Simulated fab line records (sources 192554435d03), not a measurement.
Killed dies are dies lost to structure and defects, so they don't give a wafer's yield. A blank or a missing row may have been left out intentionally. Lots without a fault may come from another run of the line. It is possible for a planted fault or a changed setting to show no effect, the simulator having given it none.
The tool behind it: which one? | flow n5_finfet | Sampling: 24 lots, 72 wafers, 3 of 1938 route steps

## WHAT EACH GAUGE READ, for each wafer
N5_BEOL_M9_INSPECT_13: inspects for defects (brightfield).
lot  | measured     | on                | raw_defect_count
L074 | day 9 01:28  | defect_inspect-01 | 449 515 373
L075 | day 9 18:06  | defect_inspect-01 | 529 423 585
L076 | day 10 04:50 | defect_inspect-02 | 349 415 376
L077 | day 10 05:53 | defect_inspect-01 | 283 395 326
L078 | day 10 19:58 | defect_inspect-02 | 452 528 448
L080 | day 10 23:49 | defect_inspect-01 | 566 509 583
L079 | day 11 00:31 | defect_inspect-02 | 610 679 546
L081 | day 11 02:23 | defect_inspect-02 | 362 354 581
L082 | day 11 20:34 | defect_inspect-02 | 375 445 313
L083 | day 12 02:23 | defect_inspect-01 | 303 356 319
L084 | day 12 04:16 | defect_inspect-02 | 540 391 517
L085 | day 12 04:25 | defect_inspect-01 | 412 414 529
L087 | day 12 08:27 | defect_inspect-02 | 384 434 549
L086 | day 12 08:37 | defect_inspect-01 | 317 477 390
L088 | day 13 07:30 | defect_inspect-02 | 488 378 526
L089 | day 13 10:44 | defect_inspect-02 | 266 357 425
L090 | day 13 14:35 | defect_inspect-01 | 511 416 371
L091 | day 14 06:47 | defect_inspect-02 | 404 458 416
L092 | day 14 16:11 | defect_inspect-02 | 304 376 433
L095 | day 15 01:16 | defect_inspect-01 | 452 429 351
L093 | day 15 01:19 | defect_inspect-02 | 291 375 409
L097 | day 15 01:28 | defect_inspect-01 | 452 340 576
L094 | day 15 08:40 | defect_inspect-01 | 548 673 496
L096 | day 15 16:41 | defect_inspect-01 | 735 684 724

N5_BEOL_M9_OVL_MEAS_29.
lot  | measured     | on         | V8_OVL (nm)
L074 | day 9 02:53  | overlay-02 | -1.1 0.0 0.8
L075 | day 9 18:55  | overlay-02 | 0.4 1.2 -0.1
L076 | day 10 07:48 | overlay-02 | -0.3 0.5 -0.8
L077 | day 10 07:38 | overlay-01 | 0.7 1.7 -0.2
L078 | day 10 22:20 | overlay-01 | -0.6 -0.1 -0.3
L080 | day 11 00:39 | overlay-02 | -1.2 -1.1 -0.4
L079 | day 11 01:35 | overlay-01 | 0.6 0.3 0.2
L081 | day 11 03:45 | overlay-01 | 0.9 1.1 0.5
L082 | day 11 21:36 | overlay-02 | 0.2 0.7 1.4
L083 | day 12 03:25 | overlay-02 | -0.3 0.0 0.6
L084 | day 12 07:05 | overlay-02 | 0.3 0.8 0.2
L085 | day 12 06:54 | overlay-02 | -0.5 -0.5 -0.5
L087 | day 12 11:39 | overlay-01 | -0.1 -1.9 -1.1
L086 | day 12 11:29 | overlay-02 | -0.4 0.0 -0.3
L088 | day 13 09:26 | overlay-01 | -0.7 -0.4 -0.3
L089 | day 13 11:55 | overlay-02 | 0.4 -0.5 0.1
L090 | day 13 16:13 | overlay-01 | -0.9 -0.4 -0.5
L091 | day 14 10:20 | overlay-02 | -0.7 -0.3 0.4
L092 | day 14 18:17 | overlay-01 | -0.3 -0.9 -0.2
L095 | day 15 02:32 | overlay-02 | 0.2 0.0 1.3
L093 | day 15 02:55 | overlay-02 | 0.7 0.4 1.1
L097 | day 15 02:43 | overlay-02 | -0.1 0.1 -0.2
L094 | day 15 10:10 | overlay-01 | 0.6 0.5 0.4
L096 | day 15 19:02 | overlay-02 | 0.1 -0.1 0.5

## WHAT TOOL EACH LOT RAN ON (gives the tool, then ch and the chambers of the sampled wafers, and finally the start)
lot  | N5_BEOL_M8_DEP_56
L074 | pecvd-01 ch 0,1,2, day 8 23:28
L075 | pecvd-04 ch 0,1, day 9 16:41
L076 | pecvd-01 ch 0,1,2, day 10 02:40
L077 | pecvd-01 ch 0,1,2, day 10 03:44
L078 | pecvd-01 ch 0,2, day 10 17:40
L080 | pecvd-01 ch 0,2, day 10 20:35
L079 | pecvd-03 ch 1, day 10 22:02
L081 | pecvd-01 ch 1,2, day 11 00:03
L082 | pecvd-01 ch 0,1,2, day 11 18:18
L083 | pecvd-04 ch 1,2, day 11 22:19
L084 | pecvd-04 ch 0,1,2, day 12 00:49
L085 | pecvd-03 ch 0,1, day 12 00:58
L087 | pecvd-01 ch 0,1,2, day 12 06:15
L086 | pecvd-03 ch 0,2, day 12 06:19
L088 | pecvd-04 ch 0,1, day 13 05:54
L089 | pecvd-01 ch 0,1, day 13 07:17
L090 | pecvd-04 ch 0,1,2, day 13 12:50
L091 | pecvd-03 ch 0,1, day 14 04:47
L092 | pecvd-04 ch 0,1,2, day 14 14:00
L095 | pecvd-01 ch 0,1,2, day 14 21:32
L093 | pecvd-03 ch 0,1, day 14 23:28
L097 | pecvd-01 ch 0,1,2, day 14 23:43
L094 | pecvd-04 ch 1,2, day 15 06:32
L096 | pecvd-01 ch 0,1, day 15 13:41
- N5_BEOL_M8_DEP_56: deposits SiCN from 3MS/NH3, target thk 10 nm, time 17.5 s.

## AS READ BY THE TOOLS THEMSELVES (means over the sampled wafers that have a number; for cases with no such wafer, the mark the record gives instead)
N5_BEOL_M8_DEP_56.
lot  | tool     | showerhead_plenum_p_Torr (Torr) | showerhead_vpp_V (V) | throttle_valve_pct (%)
L074 | pecvd-01 | 3.671                           | 855                  | 9.4
L075 | pecvd-04 | 3.664                           | 906                  | 9.8
L076 | pecvd-01 | 3.666                           | 849                  | 9.4
L077 | pecvd-01 | 3.671                           | 859                  | 9.4
L078 | pecvd-01 | 3.670                           | 885                  | 9.1
L080 | pecvd-01 | 3.665                           | 882                  | 9.3
L079 | pecvd-03 | 3.663                           | 889                  | 9.0
L081 | pecvd-01 | 3.669                           | 868                  | 9.5
L082 | pecvd-01 | 3.665                           | 874                  | 9.4
L083 | pecvd-04 | 3.662                           | 900                  | 9.2
L084 | pecvd-04 | 3.664                           | 879                  | 9.1
L085 | pecvd-03 | 3.667                           | 886                  | 8.8
L087 | pecvd-01 | 3.671                           | 871                  | 9.6
L086 | pecvd-03 | 3.653                           | 857                  | 8.2
L088 | pecvd-04 | 3.665                           | 891                  | 9.6
L089 | pecvd-01 | 3.670                           | 866                  | 9.4
L090 | pecvd-04 | 3.666                           | 869                  | 9.2
L091 | pecvd-03 | 3.669                           | 884                  | 8.8
L092 | pecvd-04 | 3.661                           | 872                  | 9.3
L095 | pecvd-01 | 3.669                           | 866                  | 9.6
L093 | pecvd-03 | 3.669                           | 882                  | 8.7
L097 | pecvd-01 | 3.669                           | 870                  | 9.4
L094 | pecvd-04 | 3.666                           | 864                  | 8.9
L096 | pecvd-01 | 3.673                           | 844                  | 9.5

## THE ANSWER, worked out from the rows above alone
Rule: what is usual is taken from the lots themselves. The widest of any qualifying gaps counts: lots, ordered by their means at a reading, are off when they make up no more than a third of the lots, leave a main group of 4 or more, and stand apart from it by 3 or more times the standard deviation of that group's means. If all means in a main group match to the digits the tables above print for the reading, that group is not used. A lot without any number at a reading at which 4 lots or more have one is off too. Where the step has rows for the other lots, those lots are counted as sound. Order of review: gauges by route order, followed by the tools' own readings, for which a lot's mean as printed above is used. The first step at which some lot is off is used, and at that step the reading that is off furthest; a lot without a number counts as furthest.
Across all readings shown, no lot is off: no conclusion can be drawn from this.

## WHAT THE SIMULATOR PUT IN
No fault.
